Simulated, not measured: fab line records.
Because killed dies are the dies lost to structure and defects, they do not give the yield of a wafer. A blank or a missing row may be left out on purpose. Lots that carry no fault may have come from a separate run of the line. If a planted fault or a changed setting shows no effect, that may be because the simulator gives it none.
fab line records	flow nandHarc
record lots=6	wafers=18	lastDay=24
route steps=1159 shown A_WL_FILL@816 END@1159
lots that met no fault: taken from a fault-free run of the same line
startH: hours from the record's opening day to when the first of the lot's shown wafers began	waitH: time in hours since the lot's previous step	" unchanged from the row above	L1.1+2: several wafers, shown together as one row	- value missing, or start not given	* or withheld: withheld	< > ~ a bound
route shown NAME@n: names a module that has steps shown in the file, with the first one's number in the route	usual: mean/standard deviation of fault-free wafers	same: alike in all rows	chamber/n: place in a boat	sites: readings site by site	_std_site: their standard deviation	_edge_site: the outer-site mean with the inner-site mean subtracted	radiusMm: how far each site lies from the wafer's centre	mask NAME#n: copy n	behind: tool/chamber where the wafer was last shaped	hold: the reason the lot was held/the length of the hold in hours/how it ended	device: transistor that didn't switch, given as n, p or np	end of line: at the end of the route, the tests of the same wafers	where a step has no rows: the recipe by itself	killed: at the first sort, the dies lost to defects and structure; wafer yield is something else	map: shows each die of a wafer: x if killed, . if not, _ if none is there
set.NAME: the setting the step ran with; set.NAME@STEP: the setting that earlier step ran with	model.NAME: the simulator's own value behind a step, which no gauge read
a table for each step, a row for each wafer; lots at some steps of the route
services: a tool's chamber out of use, with start hour (startH, from the record's first day; less than 0 if before it), hours out, and reason
## steps
# step NHARC_A_WL_FILL_STRIP_27
# recipe powerW=1500	tempC=250	timeS=20	chemistry=N2/H2
# usual drypumpMotorCurrentA=5.61/0.26	heaterPowerW=349/49
# same timeS=20
lot.wafer	tool	chamber	startH	waitH	drypumpMotorCurrentA	heaterPowerW	rfHoursCounterH
L674.1	plasmaAsher-02	1	340.46	0.1	6.01	306	52
L674.2	"	0	"	"	5.34	391	52
L674.4	"	1	"	"	6.00	305	-
L678.2	plasmaAsher-01	1	346.78	0.3	5.37	288	23
L678.4	"	1	"	"	5.39	294	-
L678.3	"	0	"	"	5.76	374	-
L683.2	plasmaAsher-02	0	393.47	0.1	5.33	414	5
L683.3	"	0	"	"	5.35	410	-
L683.6	"	1	"	"	6.00	332	-
L687.2	plasmaAsher-01	0	427.93	0.1	5.73	380	50
L687.4	"	1	"	"	5.35	297	-
L687.6	"	0	"	"	5.74	383	-
L693.4	plasmaAsher-02	1	463.37	0.1	6.00	328	-
L693.6	"	1	"	"	5.98	339	-
L693.5	"	0	"	"	5.36	423	-
L692.1	plasmaAsher-01	1	463.50	0.1	5.39	289	0
L692.2	"	0	"	"	5.74	383	0
L692.6	"	0	"	"	5.75	383	-
# step NHARC_A_WL_FILL_STRIP_28
# recipe timeS=1200	tempC=72.5	chemistry=postEtchResidueRemover
# step NHARC_A_WL_FILL_PRECLEAN_06
# recipe timeS=300	chemistry=DIW
# step NHARC_A_WL_FILL_SRD_07
# step NHARC_A_WL_FILL_ANNEAL_08
# recipe tempC=450	timeS=1800
# step NHARC_A_WL_FILL_ALD_10
# recipe targetThkA=500	pulseTimeS=10	aldCycles=500	tempC=300	material=SiO2
# usual heaterPowerOuterW=264/25	heaterPowerW=470/41	precursorPulseHeightRel=1.001/0.019
lot.wafer	tool	chamber	startH	waitH	heaterPowerOuterW	heaterPowerW	precursorPulseHeightRel
L674.2	aldHk-01	1	345.96	0.1	221	424	1.001
L674.4	"	3	346.98	1.1	266	482	0.988
L674.1	"	0	"	"	288	495	1.014
L678.2	aldHk-02	1	349.13	0.1	259	464	1.005
L678.4	"	3	350.17	1.1	274	486	0.994
L678.3	"	0	"	"	252	456	1.021
L683.2	aldHk-01	0	398.71	0.1	290	487	1.007
L683.3	"	1	"	"	226	417	1.027
L683.6	"	0	400.77	2.1	290	493	0.997
L687.4	aldHk-02	1	433.45	0.0	261	467	1.034
L687.2	"	3	434.50	1.1	262	487	1.020
L687.6	"	2	436.06	2.7	244	448	0.994
L692.2	aldHk-01	0	468.56	0.1	291	493	0.980
L692.1	"	3	470.10	1.6	284	504	1.017
L692.6	"	1	471.13	2.6	228	438	1.020
L693.4	aldHk-04	0	470.12	1.6	255	451	1.003
L693.6	"	1	"	"	301	551	1.067
L693.5	"	2	"	"	309	523	0.984
# step NHARC_A_WL_FILL_ETCHBACK_16
# recipe targetDepthA=880	timeS=17.6	c4f8FlowSccm=withheld	o2FlowSccm=8	arFlowSccm=withheld	rfW=600	biasW=800	chemistry=C4F8/O2/Ar
# usual oesProductAu=0.989/0.029	rfVppV=724/4.7
# same timeS=17.6
lot.wafer	tool	chamber	startH	waitH	oesProductAu	rfHoursCounterH	rfVppV
L674.4	rieDiel-10	1	-	-	1.002	5.2	729
L674.1	"	2	"	"	0.985	6.6	721
L674.2	"	0	"	"	1.010	6.6	715
L678.2	rieDiel-12	1	-	-	0.926	2.6	722
L678.4	"	2	"	"	0.947	3.0	721
L678.3	"	3	"	"	0.932	4.1	730
L683.3	rieDiel-02	3	-	-	1.005	4.2	728
L683.2	"	1	"	"	0.998	4.6	718
L683.6	"	2	"	"	1.009	-	723
L687.2	rieDiel-10	1	-	-	0.924	2.6	731
L687.4	"	3	"	"	0.936	2.9	728
L687.6	"	0	"	"	0.912	-	716
L692.2	rieDiel-12	1	-	-	1.000	2.0	722
L692.1	"	3	"	"	0.993	2.2	731
L692.6	"	1	"	"	1.005	-	722
L693.4	rieDiel-10	2	-	-	0.997	4.3	718
L693.6	"	3	"	"	1.016	-	728
L693.5	"	0	"	"	0.987	-	718
# step NHARC_A_WL_FILL_STRIP_29
# recipe timeS=20	o2FlowSccm=500	arFlowSccm=0	biasW=0	chemistry=O2
# usual drypumpMotorCurrentA=5.7/0.44	oesProductAu=1.003/0.011	rfVppV=57.9/0.87	showerheadPlenumPTorr=3.56/0.15	throttleValvePct=17.037/0.0081
# same timeS=20
lot.wafer	tool	chamber	startH	waitH	drypumpMotorCurrentA	oesProductAu	rfHoursCounterH	rfVppV	showerheadPlenumPTorr	throttleValvePct
L674.2	rieDiel-10	2	350.69	0.1	5.6	0.985	6.6	58.1	3.44	17.046
L674.4	"	3	"	"	5.6	1.004	6.7	58.8	3.69	17.037
L674.1	"	0	"	"	6.0	1.014	6.6	57.0	3.32	17.039
L678.2	rieDiel-12	1	353.87	0.1	5.2	1.010	2.6	57.2	3.44	17.036
L678.3	"	3	"	"	5.6	0.998	4.1	57.8	3.78	17.048
L678.4	"	0	"	"	5.0	0.989	4.1	56.0	3.63	17.042
L683.3	rieDiel-02	3	403.45	0.1	5.8	1.015	4.2	57.0	3.74	17.051
L683.2	"	1	"	"	5.6	0.987	4.6	56.1	3.30	17.047
L683.6	"	2	"	"	6.3	1.013	-	58.7	3.52	17.037
L687.2	rieDiel-10	3	438.22	0.1	5.6	1.017	2.9	58.9	3.69	17.043
L687.4	"	2	"	"	5.7	1.000	2.9	57.7	3.44	17.024
L687.6	"	0	"	"	6.0	0.987	-	56.5	3.32	17.046
L692.1	rieDiel-12	2	473.29	0.1	6.5	1.022	2.1	56.2	3.46	17.044
L692.2	"	3	"	"	5.6	1.009	2.2	58.6	3.78	17.034
L692.6	"	1	"	"	5.2	1.017	-	57.2	3.44	17.030
L693.4	rieDiel-10	2	473.35	0.1	5.6	1.000	4.3	56.6	3.44	17.031
L693.6	"	1	"	"	6.1	0.993	-	58.0	3.73	17.046
L693.5	"	2	"	"	5.7	1.009	-	58.2	3.44	17.017
# step NHARC_A_WL_FILL_ETCHBACK_17
# recipe targetDepthA=40	timeS=26.7	chemistry=Cl2/BCl3
# step NHARC_A_WL_FILL_PRECLEAN_18
# recipe timeS=30	chemistry=dHF
# step NHARC_A_WL_FILL_SRD_21
# step NHARC_A_WL_FILL_CVD_23
# recipe targetThkA=400	tempC=620	pressureMtorr=200	timeS=800	material=poly-Si
# usual spikeTcTopC=638.5/1.2	tubeCenterTempC=620.01/0.06	zonePowerUpperPct=10.4/0.51
# same timeS=800
lot.wafer	tool	chamber	startH	waitH	spikeTcTopC	tubeCenterTempC	zonePowerUpperPct
L674.1	lpcvdPoly-04	0	353.24	2.2	639.0	620.1	10.0
L674.2	"	0	"	"	637.5	619.91	10.1
L674.4	"	0	"	"	638.0	620.02	10.3
L678.2	lpcvdPoly-01	0	386.75	32.6	637.2	620	11.0
L678.3	"	0	"	"	638.5	619.98	10.9
L678.4	"	0	"	"	638.5	620.08	11.1
L683.2	lpcvdPoly-01	0	436.35	32.6	637.8	620.06	11.0
L683.3	"	0	"	"	639.8	620.12	10.8
L683.6	"	0	"	"	637.5	620.01	10.8
L687.2	lpcvdPoly-04	0	440.78	2.2	637.7	619.9	9.8
L687.4	"	0	"	"	638.4	619.94	10.1
L687.6	"	0	"	"	637.5	619.96	10.0
L692.1	lpcvdPoly-04	0	475.84	2.3	638.5	620.05	9.8
L692.2	"	0	"	"	638.5	619.95	9.8
L692.6	"	0	"	"	638.0	620.03	9.9
L693.4	lpcvdPoly-04	0	475.84	2.2	636.8	620.11	9.8
L693.5	"	0	"	"	637.2	619.95	9.7
L693.6	"	0	"	"	636.8	620.06	9.9
# step NHARC_A_WL_FILL_ETCHBACK_26
# recipe targetDepthA=520	timeS=13.3	hbrFlowSccm=150	rfW=350	icpW=350	biasW=60	chemistry=HBr
# usual drypumpMotorCurrentA=5.8/0.39	hbrFlowSccm=150.0/0.41	oesProductAu=1.002/0.0094	throttleValvePct=23.266/0.0097
# same timeS=13.3
lot.wafer	tool	chamber	startH	waitH	drypumpMotorCurrentA	hbrFlowSccm	oesProductAu	rfHoursCounterH	throttleValvePct
L674.1	rieSi-03	3	355.87	0.4	6.0	149.9	0.986	0.1	23.269
L674.2	"	1	"	"	5.7	150.4	0.990	0.1	23.256
L674.4	"	2	"	"	5.4	150.0	0.999	0.1	23.261
L678.2	rieSi-03	3	389.32	0.4	6.0	150.3	1.004	0.1	23.261
L678.4	"	1	"	"	5.7	150.0	0.997	0.1	23.280
L678.3	"	2	"	"	5.4	150.3	1.020	0.1	23.275
L683.3	rieSi-03	3	438.93	0.4	6.0	150.0	1.013	0.4	23.262
L683.2	"	1	"	"	5.7	150.6	1.010	0.4	23.246
L683.6	"	1	"	"	5.7	150.4	0.995	-	23.244
L687.2	rieSi-06	1	443.35	0.4	5.6	150.6	1.008	0.5	23.279
L687.4	"	2	"	"	5.6	150.3	0.992	0.5	23.266
L687.6	"	2	"	"	5.6	149.9	0.989	-	23.261
L692.1	rieSi-04	2	478.40	0.4	5.9	150.1	1.017	0.1	23.275
L692.2	"	1	"	"	6.0	149.8	1.007	0.1	23.249
L692.6	"	2	"	"	5.9	150.2	1.020	-	23.257
L693.4	rieSi-03	2	478.40	0.4	5.4	149.8	1.012	0.9	23.263
L693.5	"	1	"	"	5.7	150.4	1.017	-	23.282
L693.6	"	2	"	"	5.4	150.4	1.000	-	23.281
# step NHARC_END_SORT_01
# recipe tempC=25
# usual killedAtArray=27/10	killedAtOther=0.6/0.96	killedAtPeriphery=3.4/2.7	killedDies=31/10	killedOpen=2.9/1.8	killedShort=1.8/1.4
# same grossDies=677
lot.wafer	tool	chamber	startH	waitH	killedAtArray	killedAtOther	killedAtPeriphery	killedDies	killedOpen	killedShort
L678.2	prober-01	0	495.92	2.8	13	1	4	18	2	1
L678.3	prober-01	0	496.72	3.1	12	0	3	15	3	1
L678.4	prober-01	0	497.53	3.4	19	0	8	27	1	0
L683.2	prober-02	0	523.59	2.8	15	1	3	19	5	3
L683.3	prober-02	0	524.40	3.1	19	0	3	22	1	1
L683.6	prober-02	0	526.81	4.0	13	0	1	14	2	3
L692.1	prober-02	0	571.40	2.5	38	0	1	39	4	1
L692.2	prober-02	0	572.19	2.8	33	0	4	37	1	1
L692.6	prober-02	0	575.37	4.0	31	0	3	34	3	3
# killed by level:class
L678.2 A_CHANNEL_HOLE_D1:chamberFilmFlake=4 P_CONTACT:chamberFilmFlake=3 A_STAIRCASE:chamberFilmFlake=2 A_CONTACT:chamberFilmFlake=2 A_CHANNEL_FILL_D1:geometricParticle:short=1 A_CONTACT:geometricParticle:open=1 A_M0:geometricParticle:open=1 P_ZERO_WELL:chamberFilmFlake=1
L678.3 A_CHANNEL_HOLE_D1:chamberFilmFlake=5 P_CONTACT:chamberFilmFlake=2 A_STAIRCASE:chamberFilmFlake=2 P_GATE:geometricParticle:open=1 A_M1:chamberFilmFlake=1 A_CHANNEL_FILL_D1:geometricParticle:open=1 A_WL_FILL:geometricParticle:short=1 A_BLC:geometricParticle:open=1
L678.4 P_CONTACT:chamberFilmFlake=8 A_STAIRCASE:chamberFilmFlake=8 A_CONTACT:chamberFilmFlake=5 A_CHANNEL_HOLE_D1:chamberFilmFlake=4 A_BLC:geometricParticle:open=1 A_SLIT:chamberFilmFlake=1
L683.2 A_CHANNEL_HOLE_D1:chamberFilmFlake=5 A_STAIRCASE:chamberFilmFlake=4 A_CONTACT:geometricParticle:open=2 P_STI:geometricParticle:open=1 P_M0:geometricParticle:open=1 A_SOURCE_PLATE:geometricParticle:short=1 A_ONON_D1:geometricParticle:open=1 A_WL_FILL:geometricParticle:short=1
L683.3 A_STAIRCASE:chamberFilmFlake=8 A_BLC:chamberFilmFlake=5 A_CHANNEL_HOLE_D1:chamberFilmFlake=4 P_M1:chamberFilmFlake=2 P_CONTACT:geometricParticle:open=1 A_CONTACT:geometricParticle:short=1 A_SLIT:chamberFilmFlake=1
L683.6 A_STAIRCASE:chamberFilmFlake=4 A_CHANNEL_HOLE_D1:chamberFilmFlake=3 A_BLC:chamberFilmFlake=2 P_GATE:geometricParticle:open=1 A_STAIRCASE:geometricParticle:short=1 A_SGD_CUT:geometricParticle:short=1 A_WL_FILL:geometricParticle:short=1 A_WL_FILL:geometricParticle:open=1
L692.1 A_CHANNEL_HOLE_D1:chamberFilmFlake=20 A_CONTACT:chamberFilmFlake=10 A_WL_FILL:chamberFilmFlake=3 P_CONTACT:geometricParticle:open=1 A_CHANNEL_FILL_D1:geometricParticle:open=1 A_CONTACT:geometricParticle:open=1 A_CONTACT:geometricParticle:short=1 A_M0:geometricParticle:open=1
L692.2 A_CHANNEL_HOLE_D1:chamberFilmFlake=22 A_CONTACT:chamberFilmFlake=4 A_WL_FILL:chamberFilmFlake=3 P_GATE:chamberFilmFlake=2 P_M0:geometricParticle:short=1 A_M0:geometricParticle:open=1 P_M1:chamberFilmFlake=1 A_STAIRCASE:chamberFilmFlake=1
L692.6 A_CHANNEL_HOLE_D1:chamberFilmFlake=17 A_CONTACT:chamberFilmFlake=5 A_WL_FILL:chamberFilmFlake=3 P_STI:geometricParticle:short=1 P_M0:geometricParticle:open=1 A_CONTACT:geometricParticle:short=1 A_CONTACT:geometricParticle:open=1 A_BLC:geometricParticle:open=1
## services
tool	chamber	startH	hours	kind
rieDiel-12	1	322.37	1.8	repair
rieDiel-02	0	323.66	13.6	repair
rieDiel-02	-	327.70	9.0	pm
rieSi-06	0	330.25	2.1	repair
rieSi-03	-	332.00	9.0	pm
rieDiel-12	-	334.63	0.2	repair
rieDiel-10	-	353.52	9.0	pm
rieDiel-02	-	356.50	0.2	repair
rieSi-06	-	360.09	9.0	pm
plasmaAsher-02	-	360.72	9.0	pm
rieDiel-02	3	364.12	8.5	repair
aldHk-04	-	364.77	10.0	pm
rieDiel-02	0	366.68	9.5	repair
aldHk-01	-	372.12	0.6	repair
rieDiel-12	-	379.41	9.0	pm
rieDiel-02	-	395.66	2.1	repair
rieSi-04	2	407.22	8.1	repair
rieSi-03	0	407.74	4.5	repair
rieSi-04	3	431.12	11.9	repair
lpcvdPoly-04	-	437.48	1.9	repair
plasmaAsher-01	-	454.00	9.0	pm
aldHk-02	-	457.18	1.0	repair
aldHk-02	-	460.21	10.0	pm
rieDiel-10	2	478.20	2.9	repair
## key
firstSign step=NHARC_A_WL_FILL_CVD_23	reading=waitH	direction=changed
effect none on later readings
metAt NHARC_A_WL_FILL_CVD_23
struckWafers L678.2,L678.3,L678.4,L683.2,L683.3,L683.6
testerLeftOut L678,L683
fault kind=queueTimeViolation	tool=lpcvdPoly-01,lpcvdPoly-03,lpcvdPoly-04	chamber=0	onsetH=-	steps=NHARC_A_WL_FILL_CVD_23	delayHr=30	scope=struckLotsOnly
# testerLeftOut: of these lots the tester's yield and bins aren't shown, on N5 and GAA mostly nor the transistor test; their killed dies are dies lost to structure and defects alone, not to doping, threshold or leakage, so they don't give the yield
